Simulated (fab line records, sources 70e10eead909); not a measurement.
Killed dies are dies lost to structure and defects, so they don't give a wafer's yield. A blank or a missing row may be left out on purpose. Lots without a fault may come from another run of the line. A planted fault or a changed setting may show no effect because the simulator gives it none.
Problem report in the 8D (eight disciplines) form, filled by code | flow nand_harc | the parts of the form that need people (team, actions taken, sign-off) are left out

1. THE PROBLEM
thk_nm at NHARC_A_ONON_D2_THK_MEAS_11 reads a mean of 1469 nm on 5 wafers of 3 lots; wafers without a fault read 1000 nm with a standard deviation of 10. That is +47 standard deviations from the usual mean.
The step: measures by ellipsometry.
First seen on wafer L879.2, day 17 05:10, on film_metro-01. The record holds 37 wafers of 13 lots with a number at this step. Rule for "out", or "out of limits": more than 4 standard deviations from the usual mean. The other wafers with a number count as sound.

2. WHAT IT IS AND WHAT IT IS NOT
question                    | is                                     | is not
which readings at this step | thk_nm                                 | -
which lots                  | L879, L880, L881                       | L867, L871, L873, L874, L875, L876, L886, L887, L889, L890
which wafers of those lots  | L879.2, L880.2, L880.5, L881.2, L881.5 | L879.3, L880.6
read on which gauges        | film_metro-01, film_metro-02           | -
when                        | from day 17 05:10                      | up to then (19 sound wafers); but 13 sound wafers of L880, L886, L887, L889, L890 came after

3. SUSPECTS, AND WHAT RULES EACH OUT
Counting: a tool at a process step up to the reading stays a suspect if it ran every lot that is out. Sound lots after the first of them don't rule it out here, since some wafers of a struck lot are sound.
- the gauge at NHARC_A_ONON_D2_THK_MEAS_11: ruled out. The wafers that are out were read on 2 gauges (film_metro-01, film_metro-02).
- pecvd_onon-01 at NHARC_A_ONON_D2_DEP_09 (target thk 1000 nm): kept. It ran every lot that is out, first L879 (day 17 04:42); its last sound lot up to then is L874 (day 15 13:57).
Left after counting: pecvd_onon-01 at NHARC_A_ONON_D2_DEP_09.

4. THE CAUSE (what the simulator had put in)
Process parameter drift: pecvd_onon-01, from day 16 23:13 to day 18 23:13, at NHARC_A_ONON_D2_DEP_09. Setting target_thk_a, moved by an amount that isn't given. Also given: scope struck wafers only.
Counting left only this tool.

5. THE CHAIN OF EFFECTS, in route order
Each row: a reading whose mean over the struck wafers that have a number lies more than 3 standard deviations from the usual. Only readings for which the record gives a usual standard deviation are gone through. hours: the time from each lot's start at the first step in this table that gives one to its start at this step, as a median over the lots. sigmas: the change in usual standard deviations.
hours | step                        | reading | usual   | on struck wafers | change | sigmas
0     | NHARC_A_ONON_D2_THK_MEAS_11 | thk_nm  | 1000 nm | 1469             | +469   | +47

6. WHAT WOULD HAVE CAUGHT IT SOONER
In this record the first reading out of limits at a measuring or inspecting step was taken at day 17 05:10, 6 hours after the fault began at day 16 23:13.
Of the tool readings at NHARC_A_ONON_D2_DEP_09 for which the record gives a usual standard deviation, none was out on any struck wafer, so an alarm limit of 4 standard deviations on them would not have fired.
Of the lots that are out (3), L880, L881 began NHARC_A_ONON_D2_DEP_09 on pecvd_onon-01 after day 17 05:10. A hold on the tool at that time would have spared those 2.
